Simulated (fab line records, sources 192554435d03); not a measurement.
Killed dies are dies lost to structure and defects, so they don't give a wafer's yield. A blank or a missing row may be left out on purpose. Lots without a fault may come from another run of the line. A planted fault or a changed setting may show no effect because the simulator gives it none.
Chamber matching | flow n5_finfet | N5_BEOL_M2_ILD_DEP_00 on pecvd-04: 3 sister chambers
The step deposits SiOC from DEMS/O2, target thk 79 nm, time 15.3 s. 6 wafers are shown with their chamber, then 9 later ones without.

WAFERS WITH THEIR CHAMBER
wafer  | chamber | throttle_valve_pct (%) | showerhead_plenum_p_Torr (Torr)
L084.3 | 2       | 11.0                   | 5.710
L089.4 | 2       | 11.4                   | 5.698
L089.6 | 0       | 12.3                   | 5.679
L090.2 | 0       | 12.3                   | 5.677
L090.3 | 1       | 11.7                   | 5.708
L090.4 | 1       | 11.5                   | 5.701

WAFERS WITHOUT THEIR CHAMBER
wafer  | throttle_valve_pct (%) | showerhead_plenum_p_Torr (Torr)
L092.2 | 11.8                   | 5.711
L092.3 | 12.4                   | 5.701
L092.4 | 12.4                   | 5.686
L093.1 | 11.6                   | 5.710
L093.3 | 11.1                   | 5.715
L093.4 | 11.4                   | 5.704
L097.4 | 12.3                   | 5.686
L097.5 | 11.5                   | 5.697
L097.6 | 11.7                   | 5.719

WHICH CHAMBER EACH WENT THROUGH
wafer  | from the rows above     | in truth
L092.2 | can't be placed: 1 or 2 | 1
L092.3 | can't be placed: 0 or 1 | 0
L092.4 | 0                       | 0
L093.1 | can't be placed: 1 or 2 | 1
L093.3 | can't be placed: 2 or 1 | 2
L093.4 | can't be placed: 2 or 1 | 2
L097.4 | 0                       | 0
L097.5 | can't be placed: 1 or 2 | 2
L097.6 | can't be placed: 1 or 2 | 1
Placed correctly: 2 of 9. Can't be placed from these rows: 7 (the true chamber is among the candidates in 7). Placed wrongly: 0.
How it was worked out, from the rows above alone: a wafer's distance from a chamber is the root of the sum, over the readings, of the square of ((its reading less the chamber's mean) divided by the reading's scatter). The wafer belongs to the nearest chamber; if the next one is less than 2 further off, it can't be placed. A chamber's mean is the mean of its shown wafers. The scatter: the root of (the sum of the squares of (reading less its chamber's mean) over the shown wafers, divided by (wafers less chambers)).
